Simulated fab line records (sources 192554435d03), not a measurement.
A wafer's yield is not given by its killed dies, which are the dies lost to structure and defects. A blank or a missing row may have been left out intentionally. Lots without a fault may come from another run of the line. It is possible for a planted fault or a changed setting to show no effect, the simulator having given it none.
Matching of chambers ; flow n5 finfet ; N5_GATE_CUT_STRIP_59 on rie diel-05 has 4 sister chambers
The step strips in N2/H2, time 20 s. 4 wafers are shown with their chamber, then 7 later ones without.

WAFERS WITH THEIR CHAMBER
wafer;chamber;showerhead plenum p Torr (Torr)
L077.4;1;3.22
L077.6;2;3.47
L079.3;0;3.26
L079.4;3;3.51

WAFERS WITHOUT THEIR CHAMBER
wafer;showerhead plenum p Torr (Torr)
L079.6;3.26
L090.1;3.46
L090.2;3.21
L090.5;3.21
L095.1;3.45
L095.3;3.21
L095.4;3.24

THE CHAMBER EACH PASSED THROUGH
wafer;from the rows above;in truth
L079.6;0;0
L090.1;2;2
L090.2;1;1
L090.5;1;1
L095.1;2;2
L095.3;1;1
L095.4;can't be placed: 0 or 1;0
Correct placement for 6 of the 7. From these rows, 1 cannot be placed; in 1 the true chamber is one of the candidates. Number placed wrongly: 0.
How it was worked out, from the rows above alone: a wafer's distance from a chamber is the root of the sum, over the readings, of the square of ((its reading less the chamber's mean) divided by the reading's scatter). The wafer belongs to the nearest chamber; if the next one is less than 2 further off, it can't be placed. The mean given for a chamber averages the wafers shown for that chamber. The scatter: with one shown wafer a chamber, the root of the mean of the squares of how far each hidden wafer lies from its nearest shown one.
